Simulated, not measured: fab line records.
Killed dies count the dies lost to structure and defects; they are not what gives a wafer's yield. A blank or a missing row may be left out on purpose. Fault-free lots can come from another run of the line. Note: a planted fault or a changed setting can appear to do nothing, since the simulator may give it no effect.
Chamber matching	flow n5Finfet	rieSi-02 running N5_ZERO_LAYER_ETCH_18: 4 sister chambers
The step etches Si in HBr/Cl2, target depth 120 nm, time 40 s. 4 wafers are shown with their chamber, then 7 later ones without.

WAFERS PAIRED WITH THEIR CHAMBERS
wafer	chamber	throttleValvePct (%)
L087.5	3	36.20
L089.5	1	36.38
L091.3	2	35.98
L091.4	0	36.50

WAFERS WHOSE CHAMBER IS MISSING
wafer	throttleValvePct (%)
L091.6	36.37
L093.4	36.19
L093.5	36.51
L093.6	36.18
L096.1	35.97
L096.2	36.19
L096.6	35.96

WHICH CHAMBER EACH ONE RAN IN
wafer	from the rows above	in truth
L091.6	1	1
L093.4	3	3
L093.5	0	0
L093.6	3	3
L096.1	2	2
L096.2	3	3
L096.6	2	2
Correctly placed: 7 of 7. From these rows, 0 cannot be placed. 0 placed wrongly.
How it was worked out, from the rows above alone: a wafer's distance from a chamber is the root of the sum, over the readings, of the square of ((its reading less the chamber's mean) divided by the reading's scatter). If the next closest chamber is less than 2 further off than the closest, the wafer can't be placed; otherwise it belongs to the closest. A chamber's mean is the mean of its shown wafers. The scatter: with one shown wafer a chamber, the root of the mean of the squares of how far each hidden wafer lies from its nearest shown one.
